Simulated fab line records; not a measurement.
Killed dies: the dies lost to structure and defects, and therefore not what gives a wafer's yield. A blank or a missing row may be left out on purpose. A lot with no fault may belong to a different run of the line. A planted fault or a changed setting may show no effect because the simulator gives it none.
fab line records	flow nand-harc
[record] lots = 7	wafers = 19	last-day = 33
route steps=1302 shown A_BLC@1111
lots untouched by any fault: they come from a run of this same line in which no faults occurred
start-h: hours from the record's opening day to when the first of the lot's shown wafers began	wait-h: how many hours have passed since the lot's step before this one	" as in the row above	L1.1+2: a single row standing in for several wafers	- no value, or no start was given	* or withheld: withheld	< > ~ a bound
route shown NAME@n: a module of which the file shows steps, and the number in the route of the first	usual: the fault-free wafers' mean and standard deviation	same: alike in all rows	chamber/n: place in a boat	sites: per-site readings	_std_site: how widely they spread, as a standard deviation	_edge_site: mean of outer sites minus mean of inner sites	radius-mm: for every site, how far away it sits from the centre of the wafer	mask NAME#n: copy n	behind: tool/chamber where the wafer was last shaped	hold: the reason the lot was held/the length of the hold in hours/how it ended	device: names the non-switching transistor (n, p or np)	end of line: the route-end tests of the same wafers	a step given without rows: its recipe and nothing more	killed: dies that structure and defects cost at the first sort, which is not the same as the wafer's yield	map: a wafer's dies, marking killed ones x, the rest . and places with no die _
set.NAME: the setting that was run; set.NAME@STEP: the one run at that earlier step	model.NAME: the simulator's own value behind a step, which no gauge read
lots at selected steps of the route; one table per step, one row per wafer
services: the hour from which a tool's chamber was out of use, counted from the record's first day as start-h (under 0 if before that day), plus the number of hours and why
[[steps]]
[step NHARC_A_BLC_COAT_04]
[recipe] spin-rpm = 1500	resist-thk-nm = 90
[step NHARC_A_BLC_SOFTBAKE_05]
[recipe] temp-c = 105	time-s = 55
[step NHARC_A_BLC_EBR_06]
[step NHARC_A_BLC_EXPOSE_07]
[recipe] na = 1.35	target-cd-nm = 100	dose-mj = 67.97	mask-id = A_BLC
[step NHARC_A_BLC_PEB_08]
[recipe] peb-temp-c = 100	peb-time-s = 65
[step NHARC_A_BLC_DEVELOP_09]
[recipe] develop-time-s = 35	dev-temp-c = 23
[step NHARC_A_BLC_CD_MEAS_10]
[recipe] target-cd-nm = 100	landing-energy-ev = 500
[usual] cd-nm = 99.7/0.67
lot.wafer	tool	chamber	start-h	wait-h	cd-nm
L363.2	cd-sem-03	0	531.82	-	100.6
L363.5	"	0	"	"	100.9
L363.6	"	0	"	"	100.1
L373.2	cd-sem-01	0	645.03	-	100.5
L373.5	"	0	"	"	99.6
L373.6	"	0	"	"	99.7
L375.5	cd-sem-02	0	686.58	-	100.4
L375.6	"	0	"	"	99.9
L378.1	cd-sem-03	0	699.97	-	99.5
L378.3	"	0	"	"	99.7
L379.1	cd-sem-01	0	701.70	-	100.9
L379.2	"	0	"	"	99.8
L379.3	"	0	"	"	99.7
L381.2	cd-sem-01	0	717.71	-	99.8
L381.3	"	0	"	"	99.9
L381.6	"	0	"	"	99.5
L384.2	cd-sem-01	0	744.74	-	99.8
L384.5	"	0	"	"	100.1
L384.6	"	0	"	"	100.5
[step NHARC_A_BLC_OVL_MEAS_11]
[usual] overlay-x-nm = -0.1/0.91	overlay-y-nm = -0.1/0.73
lot.wafer	tool	chamber	start-h	wait-h	overlay-x-nm	overlay-y-nm
L363.2	overlay-02	-	531.91	-	0.8	-0.1
L363.5	"	-	"	"	0.3	-0.4
L363.6	"	-	"	"	1.1	-0.6
L373.2	overlay-01	-	645.12	-	0.1	0.1
L373.5	"	-	"	"	0.1	0.6
L373.6	"	-	"	"	0.1	0.3
L375.5	overlay-01	-	686.66	-	0.8	-1.0
L375.6	"	-	"	"	0.5	-0.8
L378.1	overlay-02	-	700.05	-	-0.4	0.4
L378.3	"	-	"	"	-0.2	0.5
L379.1	overlay-02	-	701.79	-	-1.0	0.4
L379.2	"	-	"	"	-1.1	1.2
L379.3	"	-	"	"	-0.8	0.9
L381.2	overlay-01	-	717.79	-	0.8	-0.8
L381.3	"	-	"	"	0.7	-0.7
L381.6	"	-	"	"	0.5	-1.0
L384.2	overlay-02	-	744.82	-	-0.5	-0.7
L384.5	"	-	"	"	0.1	0.4
L384.6	"	-	"	"	0.3	0.0
[step NHARC_A_BLC_INSPECT_12]
[usual] raw-defect-count = 91/33
lot.wafer	tool	chamber	start-h	wait-h	raw-defect-count
L363.2	defect-inspect-01	-	531.95	0.0	110
L363.5	"	-	"	"	118
L363.6	"	-	"	"	114
L373.2	defect-inspect-02	-	645.16	0.0	103
L373.5	"	-	"	"	86
L373.6	"	-	"	"	102
L375.5	defect-inspect-02	-	686.70	0.0	107
L375.6	"	-	"	"	120
L378.1	defect-inspect-01	-	700.09	0.0	120
L378.3	"	-	"	"	113
L379.1	defect-inspect-02	-	701.82	0.0	101
L379.2	"	-	"	"	89
L379.3	"	-	"	"	80
L381.2	defect-inspect-01	-	717.83	0.0	87
L381.3	"	-	"	"	61
L381.6	"	-	"	"	74
L384.2	defect-inspect-01	-	744.86	0.0	58
L384.5	"	-	"	"	64
L384.6	"	-	"	"	69
[step NHARC_A_BLC_DESCUM_15]
[recipe] time-s = 3	o2-flow-sccm = 200	ar-flow-sccm = 0	bias-power-w = 0	chemistry = O2
[usual] drypump-motor-current-A = 5.6/0.44	oes-product-au = 1.003/0.012	rf-vpp-V = 57.6/0.86	showerhead-plenum-p-Torr = 1.90/0.061	throttle-valve-pct = 11.312/0.0092
lot.wafer	tool	chamber	start-h	wait-h	drypump-motor-current-A	oes-product-au	rf-hours-counter-h	rf-vpp-V	showerhead-plenum-p-Torr	throttle-valve-pct
L363.2	rie-diel-07	3	532.02	0.1	5.3	1.026	3	58.3	1.93	11.304
L363.6	"	1	"	"	5.2	1.009	-	56.6	1.91	11.339
L363.5	"	2	"	"	5.9	1.001	-	58.7	1.89	11.309
L373.2	rie-diel-08	1	645.22	0.1	6.2	0.981	23	57.3	1.90	11.306
L373.5	"	0	"	"	4.9	0.985	-	58.0	2.07	11.307
L373.6	"	1	"	"	6.2	0.988	-	58.4	1.90	11.309
L375.5	rie-diel-07	0	686.79	0.1	5.9	0.996	-	56.9	1.83	11.321
L375.6	"	1	"	"	5.2	1.000	-	59.1	1.90	11.313
L378.1	rie-diel-07	2	700.16	0.1	5.9	0.994	2	57.6	1.89	11.308
L378.3	"	1	"	"	5.2	0.993	2	57.1	1.90	11.302
L379.2	rie-diel-07	0	701.89	0.1	6.0	1.024	2	56.2	1.83	11.314
L379.1	"	1	"	"	5.2	1.014	2	58.7	1.90	11.331
L379.3	"	3	"	"	5.3	1.015	3	58.3	1.93	11.299
L381.2	rie-diel-13	0	717.90	0.1	5.5	1.019	1	57.5	1.95	11.302
L381.3	"	2	"	"	5.4	0.988	1	57.4	1.85	11.317
L381.6	"	3	"	"	5.1	1.006	-	57.2	1.89	11.314
L384.2	rie-diel-08	2	744.94	0.1	5.4	0.991	0	57.8	1.82	11.322
L384.6	"	0	"	"	4.9	0.987	-	56.9	2.06	11.296
L384.5	"	2	"	"	5.4	0.990	-	57.9	1.82	11.303
[step NHARC_A_BLC_ETCH_16]
[recipe] target-depth-a = 390	over-etch-frac = 0.3	time-s = 65	ion-energy-ev = 80	cf4-flow-sccm = 150	ar-flow-sccm = 0	rf-w = 300	bias-w = 100	chemistry = CF4
[usual] drypump-motor-current-A = 5.6/0.43	oes-product-au = 1.003/0.012	rf-vpp-V = 151.1/1.1	showerhead-plenum-p-Torr = 1.76/0.05	throttle-valve-pct = 13.284/0.0091
lot.wafer	tool	chamber	start-h	wait-h	drypump-motor-current-A	oes-product-au	rf-hours-counter-h	rf-vpp-V	showerhead-plenum-p-Torr	throttle-valve-pct
L363.2	rie-diel-07	2	532.10	0.1	5.9	1.012	3	150.9	1.75	13.290
L363.5	"	1	"	"	5.2	1.006	-	151.0	1.76	13.286
L363.6	"	2	"	"	5.9	1.006	-	151.6	1.75	13.285
L373.2	rie-diel-08	2	645.31	0.1	5.4	0.999	21	150.1	1.70	13.282
L373.5	"	0	"	"	4.9	0.978	-	151.7	1.90	13.285
L373.6	"	1	"	"	6.2	0.994	-	152.0	1.76	13.285
L375.6	rie-diel-07	3	686.86	0.1	5.3	1.021	-	151.0	1.78	13.272
L375.5	"	0	"	"	6.0	1.002	-	150.2	1.69	13.299
L378.3	rie-diel-07	2	700.25	0.1	5.9	0.991	2	149.9	1.74	13.290
L378.1	"	0	"	"	5.9	1.005	2	150.7	1.69	13.287
L379.2	rie-diel-07	1	701.97	0.1	5.2	0.995	2	151.3	1.76	13.280
L379.3	"	2	"	"	5.9	1.003	3	149.7	1.74	13.269
L379.1	"	3	"	"	5.3	1.010	3	151.8	1.78	13.297
L381.3	rie-diel-13	0	717.98	0.1	5.5	0.998	1	152.7	1.80	13.276
L381.2	"	1	"	"	6.4	0.995	1	150.6	1.72	13.295
L381.6	"	3	"	"	5.1	1.011	-	151.5	1.75	13.300
L384.2	rie-diel-08	3	745.04	0.1	6.2	1.004	3	153.2	1.89	13.283
L384.5	"	2	"	"	5.4	0.996	-	151.2	1.69	13.275
L384.6	"	3	"	"	6.2	0.998	-	154.0	1.89	13.271
[step NHARC_A_BLC_ETCH_17]
[recipe] target-depth-a = 3900	over-etch-frac = 0.25	time-s = 609.38	ion-energy-ev = 200	n2-flow-sccm = 150	h2-flow-sccm = 150	ar-flow-sccm = 0	rf-w = 400	bias-w = 150	chemistry = N2/H2
[usual] drypump-motor-current-A = 5.6/0.44	oes-product-au = 1.003/0.011	rf-vpp-V = 430.1/2	showerhead-plenum-p-Torr = 2.03/0.066	throttle-valve-pct = 14.170/0.0084
lot.wafer	tool	chamber	start-h	wait-h	drypump-motor-current-A	oes-product-au	rf-hours-counter-h	rf-vpp-V	showerhead-plenum-p-Torr	throttle-valve-pct
L363.2	rie-diel-07	0	-	-	6.0	1.018	3	428.6	1.95	14.173
L363.6	"	0	"	"	6.0	1.021	-	426.2	1.95	14.182
L363.5	"	1	"	"	5.2	0.999	-	430.2	2.03	14.176
L373.2	rie-diel-08	0	-	-	4.9	0.992	26	435.9	2.21	14.164
L373.5	"	0	"	"	4.9	0.985	-	434.9	2.21	14.177
L373.6	"	1	"	"	6.2	1.001	-	429.1	2.03	14.169
L375.6	rie-diel-07	3	-	-	5.3	1.006	-	431.7	2.05	14.183
L375.5	"	0	"	"	6.0	0.996	-	428.8	1.94	14.179
L378.1	rie-diel-07	2	-	-	5.9	0.993	3	429.5	2.01	14.171
L378.3	"	0	"	"	6.0	1.001	2	427.8	1.94	14.175
L379.1	rie-diel-07	2	-	-	5.9	0.991	3	429.0	2.01	14.170
L379.3	"	3	"	"	5.4	1.007	3	429.7	2.05	14.174
L379.2	"	1	"	"	5.2	0.993	3	429.7	2.03	14.178
L381.3	rie-diel-13	2	-	-	5.4	0.996	1	428.4	1.97	14.174
L381.2	"	3	"	"	5.1	1.015	1	429.1	2.01	14.162
L381.6	"	0	"	"	5.5	1.009	-	431.2	2.08	14.158
L384.2	rie-diel-08	3	-	-	6.2	1.003	3	433.5	2.20	14.161
L384.5	"	0	"	"	4.9	0.993	-	435.0	2.20	14.176
L384.6	"	2	"	"	5.4	0.997	-	428.7	1.94	14.171
[step NHARC_A_BLC_ETCH_18]
[recipe] target-depth-a = 9100	c4f8-flow-sccm = 20	o2-flow-sccm = 10	ar-flow-sccm = withheld	rf-w = 600	bias-w = 1500	chemistry = C4F8/O2/Ar
[usual] oes-product-au = 0.960/0.019	rf-vpp-V = 977/4.1
lot.wafer	tool	chamber	start-h	wait-h	oes-product-au	rf-hours-counter-h	rf-vpp-V
L363.2	rie-diel-07	1	532.72	-	0.930	3	975
L363.6	"	2	"	"	0.943	-	978
L363.5	"	3	"	"	0.957	-	980
L373.2	rie-diel-08	2	645.86	-	0.978	22	971
L373.5	"	1	"	"	0.960	-	977
L373.6	"	2	"	"	0.974	-	975
L375.5	rie-diel-07	0	687.50	-	1.152	-	973
L375.6	"	1	"	"	0.935	-	977
L378.1	rie-diel-07	0	700.77	-	1.192	2	971
L378.3	"	1	"	"	0.977	2	978
L379.2	rie-diel-07	3	702.49	-	0.977	3	980
L379.3	"	0	"	"	0.957	3	973
L379.1	"	1	"	"	1.159	3	978
L381.3	rie-diel-13	3	718.51	-	0.967	1	976
L381.2	"	0	"	"	0.976	2	979
L381.6	"	3	"	"	0.973	-	978
L384.2	rie-diel-08	3	745.69	-	0.968	4	985
L384.5	"	3	"	"	0.963	-	988
L384.6	"	0	"	"	0.955	-	988
[step NHARC_A_BLC_CD_MEAS_19]
[usual] cd-nm = 99.0/2.3
lot.wafer	tool	chamber	start-h	wait-h	cd-nm
L363.2	cd-sem-01	-	532.98	-	97.5
L363.5	"	-	"	"	102.7
L363.6	"	-	"	"	93.6
L373.2	cd-sem-03	-	646.19	-	98.5
L373.5	"	-	"	"	99.6
L373.6	"	-	"	"	97.2
L375.5	cd-sem-03	-	687.73	-	95.5
L375.6	"	-	"	"	99.4
L378.1	cd-sem-03	-	701.13	-	95.9
L378.3	"	-	"	"	99.6
L379.1	cd-sem-02	-	702.85	-	99.8
L379.2	"	-	"	"	98.3
L379.3	"	-	"	"	98.3
L381.2	cd-sem-03	-	718.87	-	99.2
L381.3	"	-	"	"	95.8
L381.6	"	-	"	"	96.6
L384.2	cd-sem-03	-	746.07	-	100.1
L384.5	"	-	"	"	99.8
L384.6	"	-	"	"	99.8
[[services]]
tool	chamber	start-h	hours	kind
rie-diel-13	-	519.03	9.0	pm
rie-diel-07	0	529.20	-	clean
rie-diel-07	1	529.20	-	clean
rie-diel-07	2	529.20	-	clean
rie-diel-07	3	529.20	-	clean
rie-diel-08	-	547.65	9.0	pm
rie-diel-07	0	553.70	-	clean
rie-diel-07	1	553.70	-	clean
rie-diel-07	2	553.70	-	clean
rie-diel-07	3	553.70	-	clean
rie-diel-13	2	557.99	32.2	repair
rie-diel-07	0	578.20	-	clean
rie-diel-07	1	578.20	-	clean
rie-diel-07	2	578.20	-	clean
rie-diel-07	3	578.20	-	clean
rie-diel-13	-	578.30	0.2	repair
rie-diel-08	1	600.69	6.9	repair
rie-diel-07	0	602.70	-	clean
rie-diel-13	3	645.19	5.3	repair
rie-diel-07	-	648.20	9.0	pm
rie-diel-13	-	696.03	9.0	pm
rie-diel-07	2	702.83	16.4	repair
rie-diel-08	-	724.65	9.0	pm
rie-diel-13	3	738.64	5.4	repair
[[key]]
[first-sign] step = NHARC_A_BLC_ETCH_18	reading = oes-product-au	direction = up	sigmas = 11	usual = 0.960	struck = 1.168
effect none on later readings
met-at NHARC_A_BLC_ETCH_18
struck-wafers L375.5,L378.1,L379.1
tester-left-out L375,L378,L379
onset-between 532.72 687.50
[fault] kind = process-parameter-drift	tool = rie-diel-07	chamber = -	onset-h = 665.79	steps = NHARC_A_BLC_ETCH_18	channel = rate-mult	offset = 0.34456	shape = step	end-h = 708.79	scope = struck-wafers-only
// tester-left-out: of these lots the tester's yield and bins aren't shown, on N5 and GAA mostly nor the transistor test; their killed dies are dies lost to structure and defects alone, not to doping, threshold or leakage, so they don't give the yield
